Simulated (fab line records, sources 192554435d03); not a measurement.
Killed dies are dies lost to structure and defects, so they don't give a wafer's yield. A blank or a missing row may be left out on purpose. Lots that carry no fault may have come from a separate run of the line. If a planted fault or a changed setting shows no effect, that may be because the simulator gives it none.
Chamber matching :: flow n5 finfet :: 3 sister chambers for N5_FIN_SAQP_PECVD_06 on pecvd-02
The step deposits a-Si from SiH4/He, target thk 60 nm, time 48.1 s. 3 wafers are shown with their chamber, then 12 later ones without.

WAFERS, EACH WITH ITS CHAMBER
wafer: L089.2
chamber: 0
showerhead vpp V (V): 680

wafer: L089.3
chamber: 1
showerhead vpp V (V): 667

wafer: L089.6
chamber: 2
showerhead vpp V (V): 618

WAFERS WITH NO CHAMBER GIVEN
wafer: L090.2
showerhead vpp V (V): 686

wafer: L090.3
showerhead vpp V (V): 611

wafer: L090.5
showerhead vpp V (V): 669

wafer: L092.1
showerhead vpp V (V): 606

wafer: L092.2
showerhead vpp V (V): 693

wafer: L092.3
showerhead vpp V (V): 670

wafer: L093.3
showerhead vpp V (V): 674

wafer: L093.5
showerhead vpp V (V): 680

wafer: L093.6
showerhead vpp V (V): 595

wafer: L095.2
showerhead vpp V (V): 685

wafer: L095.4
showerhead vpp V (V): 601

wafer: L095.6
showerhead vpp V (V): 684

CHAMBER TAKEN BY EACH
wafer: L090.2
from the rows above: can't be placed: 0 or 1
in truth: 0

wafer: L090.3
from the rows above: 2
in truth: 2

wafer: L090.5
from the rows above: can't be placed: 1 or 0
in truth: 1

wafer: L092.1
from the rows above: 2
in truth: 2

wafer: L092.2
from the rows above: can't be placed: 0 or 1
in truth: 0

wafer: L092.3
from the rows above: can't be placed: 1 or 0
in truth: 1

wafer: L093.3
from the rows above: can't be placed: 0 or 1
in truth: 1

wafer: L093.5
from the rows above: can't be placed: 0 or 1
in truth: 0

wafer: L093.6
from the rows above: 2
in truth: 2

wafer: L095.2
from the rows above: can't be placed: 0 or 1
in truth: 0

wafer: L095.4
from the rows above: 2
in truth: 2

wafer: L095.6
from the rows above: can't be placed: 0 or 1
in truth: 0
Placed correctly: 4 of 12. From these rows, 8 cannot be placed; in 8 the true chamber is one of the candidates. 0 placed wrongly.
How it was worked out, from the rows above alone: a wafer's distance from a chamber is the root of the sum, over the readings, of the square of ((its reading less the chamber's mean) divided by the reading's scatter). The wafer belongs to the nearest chamber; if the next one is less than 2 further off, it can't be placed. The mean given for a chamber averages the wafers shown for that chamber. The scatter (one wafer shown for each chamber): square how far every hidden wafer sits from the nearest shown wafer, average those squares and take the square root.
